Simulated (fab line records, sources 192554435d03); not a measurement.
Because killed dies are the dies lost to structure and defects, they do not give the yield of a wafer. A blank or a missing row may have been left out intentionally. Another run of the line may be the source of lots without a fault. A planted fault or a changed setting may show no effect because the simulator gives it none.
Lot-split experiment || flow n5_finfet || route with 1938 steps; 7 lots, 21 wafers read

== THE SPLIT ==
At N5_BEOL_M9_ETCH_62 (etches SOC in N2/H2, target depth 110 nm, overetch 22 nm, time 165 s), the setting time_s was moved away from the recipe's 165 s on 6 of the 21 wafers read, by -8.8% to +19.3%. All remaining wafers had this setting at the recipe value.

== FROM THE SPLIT TO THE READING: what the file shows between them, 2 steps ==
- N5_BEOL_M9_STRIP_68: strips in N2/H2
- N5_BEOL_M9_STRIP_67: strips in CF4

== THE READING ==
etch.depth_nm (the simulator's own value, which no gauge read), in nm, at N5_BEOL_M9_HM_OPEN_17 (chemistry Cl2/BCl3, target TiN, target depth 20 nm, overetch 6 nm). The file gives no usual value for it. The 15 wafers here that ran the recipe average 20.05 nm, standard deviation 0.22 nm.

{"wafer": "L078.1", "tool, chamber at the split": "rie_diel-04, 2", "time_s as run, s": 165, "against the recipe": "recipe", "etch.depth_nm, nm": 20.22, "against lot-mates on the recipe": "-"}
{"wafer": "L078.3", "tool, chamber at the split": "rie_diel-04, 3", "time_s as run, s": 196.8, "against the recipe": "+19.3%", "etch.depth_nm, nm": 17.27, "against lot-mates on the recipe": -3.01}
{"wafer": "L078.6", "tool, chamber at the split": "rie_diel-04, 3", "time_s as run, s": 165, "against the recipe": "recipe", "etch.depth_nm, nm": 20.34, "against lot-mates on the recipe": "-"}
{"wafer": "L079.1", "tool, chamber at the split": "rie_diel-03, 3", "time_s as run, s": 165, "against the recipe": "recipe", "etch.depth_nm, nm": 19.69, "against lot-mates on the recipe": "-"}
{"wafer": "L079.3", "tool, chamber at the split": "rie_diel-03, 0,1", "time_s as run, s": 150.5, "against the recipe": "-8.8%", "etch.depth_nm, nm": 19.9, "against lot-mates on the recipe": "+0.21"}
{"wafer": "L079.6", "tool, chamber at the split": "rie_diel-03, 0,1", "time_s as run, s": 150.5, "against the recipe": "-8.8%", "etch.depth_nm, nm": 20.06, "against lot-mates on the recipe": "+0.37"}
{"wafer": "L081.3", "tool, chamber at the split": "rie_diel-05, 3", "time_s as run, s": 165, "against the recipe": "recipe", "etch.depth_nm, nm": 20.37, "against lot-mates on the recipe": "-"}
{"wafer": "L081.5", "tool, chamber at the split": "rie_diel-05, 3", "time_s as run, s": 165, "against the recipe": "recipe", "etch.depth_nm, nm": 20.35, "against lot-mates on the recipe": "-"}
{"wafer": "L081.6", "tool, chamber at the split": "rie_diel-05, 0", "time_s as run, s": 165, "against the recipe": "recipe", "etch.depth_nm, nm": 20.23, "against lot-mates on the recipe": "-"}
{"wafer": "L088.1", "tool, chamber at the split": "rie_diel-04, 0,1", "time_s as run, s": 165, "against the recipe": "recipe", "etch.depth_nm, nm": 19.8, "against lot-mates on the recipe": "-"}
{"wafer": "L088.3", "tool, chamber at the split": "rie_diel-04, 0,1", "time_s as run, s": 165, "against the recipe": "recipe", "etch.depth_nm, nm": 19.91, "against lot-mates on the recipe": "-"}
{"wafer": "L088.4", "tool, chamber at the split": "rie_diel-04, 3", "time_s as run, s": 165, "against the recipe": "recipe", "etch.depth_nm, nm": 19.68, "against lot-mates on the recipe": "-"}
{"wafer": "L090.2", "tool, chamber at the split": "rie_diel-04, 1", "time_s as run, s": 165, "against the recipe": "recipe", "etch.depth_nm, nm": 20.2, "against lot-mates on the recipe": "-"}
{"wafer": "L090.4", "tool, chamber at the split": "rie_diel-04, 0", "time_s as run, s": 188.8, "against the recipe": "+14.4%", "etch.depth_nm, nm": 17.84, "against lot-mates on the recipe": -2.36}
{"wafer": "L090.5", "tool, chamber at the split": "rie_diel-04, 2", "time_s as run, s": 188.8, "against the recipe": "+14.4%", "etch.depth_nm, nm": 17.77, "against lot-mates on the recipe": -2.43}
{"wafer": "L092.1", "tool, chamber at the split": "rie_diel-03, 2", "time_s as run, s": 165, "against the recipe": "recipe", "etch.depth_nm, nm": 20.02, "against lot-mates on the recipe": "-"}
{"wafer": "L092.3", "tool, chamber at the split": "rie_diel-03, 0", "time_s as run, s": 165, "against the recipe": "recipe", "etch.depth_nm, nm": 19.9, "against lot-mates on the recipe": "-"}
{"wafer": "L092.5", "tool, chamber at the split": "rie_diel-03, 0", "time_s as run, s": 155.1, "against the recipe": "-6.0%", "etch.depth_nm, nm": 19.98, "against lot-mates on the recipe": "+0.02"}
{"wafer": "L095.1", "tool, chamber at the split": "rie_diel-05, 3", "time_s as run, s": 165, "against the recipe": "recipe", "etch.depth_nm, nm": 20.03, "against lot-mates on the recipe": "-"}
{"wafer": "L095.3", "tool, chamber at the split": "rie_diel-05, 0", "time_s as run, s": 165, "against the recipe": "recipe", "etch.depth_nm, nm": 19.95, "against lot-mates on the recipe": "-"}
{"wafer": "L095.6", "tool, chamber at the split": "rie_diel-05, 1", "time_s as run, s": 165, "against the recipe": "recipe", "etch.depth_nm, nm": 20.07, "against lot-mates on the recipe": "-"}
Rows listing several chambers each stand for several wafers; the file does not say which wafer went through which chamber.

THE FIT
A straight line over all 21 wafers: etch.depth_nm changes by -0.114 nm for each +1% of time_s; r = -0.88; the points scatter about the line by 0.44 nm.
The same after taking each lot's own level away (the mean of its wafers on the recipe; 21 wafers): -0.131 nm for each +1%; r = -0.94; scatter 0.34 nm.
That fit puts the effect of the largest move of time_s on the reading at 2.5 nm.
Across the lots, their own levels run from 19.690 to 20.317 nm, a range of 2.8 times the standard deviation given above.
In other words, the slope is changed by the lot-to-lot level; the two fits disagree.
Check: for one of the wafers moved furthest among these (+19.3%), held out of the fit, the line's prediction against its lot-mates is -2.51 nm. It came out at -3.01 nm against them.

== THESE WAFERS: OTHER SPLITS ==
These wafers also went through other splits before the reading. Each is held against what the fit with the lots' levels taken away leaves over:
{"other split on the same wafers": "N5_BEOL_M9_EXPOSE_08 dose_mj", "wafers away from the commonest value": 6, "r with etch.depth_nm (lot level and that fit taken away)": "+0.26"}

== THE WHOLE CHAIN: every reading that the file lists as answering this split, in the file's order ==
{"step": "N5_BEOL_M9_ETCH_62", "what it does": "etches SOC in N2/H2, target depth 110 nm, overetch 22 nm, time 165 s", "reading": "SiARC_of_BEOL_M9_COAT_60.thk_nm (the simulator's own value, which no gauge read)", "change (the file's fit)": "-0.063 nm for each +1% of the setting", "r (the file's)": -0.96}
{"step": "N5_BEOL_M9_HM_OPEN_17", "what it does": "chemistry Cl2/BCl3, target TiN, target depth 20 nm, overetch 6 nm", "reading": "etch.depth_nm (the simulator's own value, which no gauge read)", "change (the file's fit)": "-0.137 nm for each +1% of the setting", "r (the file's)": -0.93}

== FILE'S OWN FIT ==
etch.depth_nm changes by -0.137 nm for each +1% of time_s, r = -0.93.
